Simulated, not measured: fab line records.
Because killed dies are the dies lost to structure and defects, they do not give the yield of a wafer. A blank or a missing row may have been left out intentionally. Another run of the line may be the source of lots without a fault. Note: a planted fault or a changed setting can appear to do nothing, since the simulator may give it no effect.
Tool commonality check || flow nandHarc || Sample size 3 lots and 9 wafers

WHAT PROMPTED THE OPENING
On 2 of the 3 lots, a flag is raised at NHARC_END_SORT_01 on the reading killedAtPeriphery. Wafers without a fault read 3.5, standard deviation 2.3.
Rule: a lot gets a flag if all its wafers with a number sit over 4 standard deviations from that mean, or if no wafer of it has a number. As for the other lots, they are considered sound.

{"lot": "L366", "measured": "day 29 02:22", "on": "prober-01", "killedAtPeriphery, wafer by wafer": "3 2 0", "flag": ""}
{"lot": "L372", "measured": "day 30 15:19", "on": "prober-01", "killedAtPeriphery, wafer by wafer": "43 96 56", "flag": "FLAGGED"}
{"lot": "L371", "measured": "day 31 05:11", "on": "prober-02", "killedAtPeriphery, wafer by wafer": "81 60 48", "flag": "FLAGGED"}
The numbers of the flagged lots are 64.0 on average: +60.5 against the usual, or +26 standard deviations.

WHICH TOOL EACH LOT WENT THROUGH
3 process steps preceding the reading are held in the record, out of 1302 steps in the route. In each cell: the tool, then ch and the chambers that the sampled wafers went through, then the start.
{"lot": "L366", "flag": "", "NHARC_P_M0_PVD_20": "pvdSputter-02, day 10 17:34", "NHARC_A_M1_PRE_CLEAN_30": "pvdSputter-01, day 28 16:00 or earlier", "NHARC_THIN_TSV_ETCH_36": "rieMetal-03 ch 0,1, day 28 16:00"}
{"lot": "L372", "flag": "FLAGGED", "NHARC_P_M0_PVD_20": "pvdSputter-01, day 13 02:03", "NHARC_A_M1_PRE_CLEAN_30": "pvdSputter-03, day 30 06:50 or earlier", "NHARC_THIN_TSV_ETCH_36": "rieMetal-02 ch 0,1, day 30 06:50"}
{"lot": "L371", "flag": "FLAGGED", "NHARC_P_M0_PVD_20": "pvdSputter-01, day 13 00:49", "NHARC_A_M1_PRE_CLEAN_30": "pvdSputter-01, day 30 19:50 or earlier", "NHARC_THIN_TSV_ETCH_36": "rieMetal-01 ch 0,1, day 30 19:50"}
These steps, and what they do:
- NHARC_P_M0_PVD_20: deposits TaN, target thk 5 nm, time 8.06 s.
- NHARC_A_M1_PRE_CLEAN_30: time 30 s.
- NHARC_THIN_TSV_ETCH_36: etches the open film in Cl2/BCl3, target depth 65 nm, time 18.571 s.
- NHARC_END_SORT_01

FLAGGED OVER TOTAL, TOOL BY TOOL (the gauges that took the reading come last)
{"step": "NHARC_P_M0_PVD_20", "tool": "pvdSputter-01", "lots run": 2, "flagged": 2, "share of the flagged lots": "all", "sound lots run after its first flagged lot": 0}
{"step": "NHARC_P_M0_PVD_20", "tool": "pvdSputter-02", "lots run": 1, "flagged": 0, "share of the flagged lots": "none", "sound lots run after its first flagged lot": "-"}
{"step": "NHARC_A_M1_PRE_CLEAN_30", "tool": "pvdSputter-01", "lots run": 2, "flagged": 1, "share of the flagged lots": "some", "sound lots run after its first flagged lot": 0}
{"step": "NHARC_A_M1_PRE_CLEAN_30", "tool": "pvdSputter-03", "lots run": 1, "flagged": 1, "share of the flagged lots": "some", "sound lots run after its first flagged lot": 0}
{"step": "NHARC_THIN_TSV_ETCH_36", "tool": "rieMetal-01", "lots run": 1, "flagged": 1, "share of the flagged lots": "some", "sound lots run after its first flagged lot": 0}
{"step": "NHARC_THIN_TSV_ETCH_36", "tool": "rieMetal-02", "lots run": 1, "flagged": 1, "share of the flagged lots": "some", "sound lots run after its first flagged lot": 0}
{"step": "NHARC_THIN_TSV_ETCH_36", "tool": "rieMetal-03", "lots run": 1, "flagged": 0, "share of the flagged lots": "none", "sound lots run after its first flagged lot": "-"}
{"step": "NHARC_END_SORT_01", "tool": "prober-01", "lots run": 2, "flagged": 1, "share of the flagged lots": "some", "sound lots run after its first flagged lot": 0}
{"step": "NHARC_END_SORT_01", "tool": "prober-02", "lots run": 1, "flagged": 1, "share of the flagged lots": "some", "sound lots run after its first flagged lot": 0}
Because NHARC_A_M1_PRE_CLEAN_30 lacks a start for some lots, the hours and order of its lots are taken from NHARC_THIN_TSV_ETCH_36.

THE TABLE: WHAT IT ALLOWS
All flagged lots share 1 row of the table, namely pvdSputter-01 at NHARC_P_M0_PVD_20.
- pvdSputter-01 at NHARC_P_M0_PVD_20 ran 2 lots, 2 of them flagged. It ran no sound lot before its first flagged lot in this sample, so the start can't be narrowed down.
pvdSputter-01 at NHARC_P_M0_PVD_20 is the single tool remaining.

WHAT WAS PUT IN BY THE SIMULATOR
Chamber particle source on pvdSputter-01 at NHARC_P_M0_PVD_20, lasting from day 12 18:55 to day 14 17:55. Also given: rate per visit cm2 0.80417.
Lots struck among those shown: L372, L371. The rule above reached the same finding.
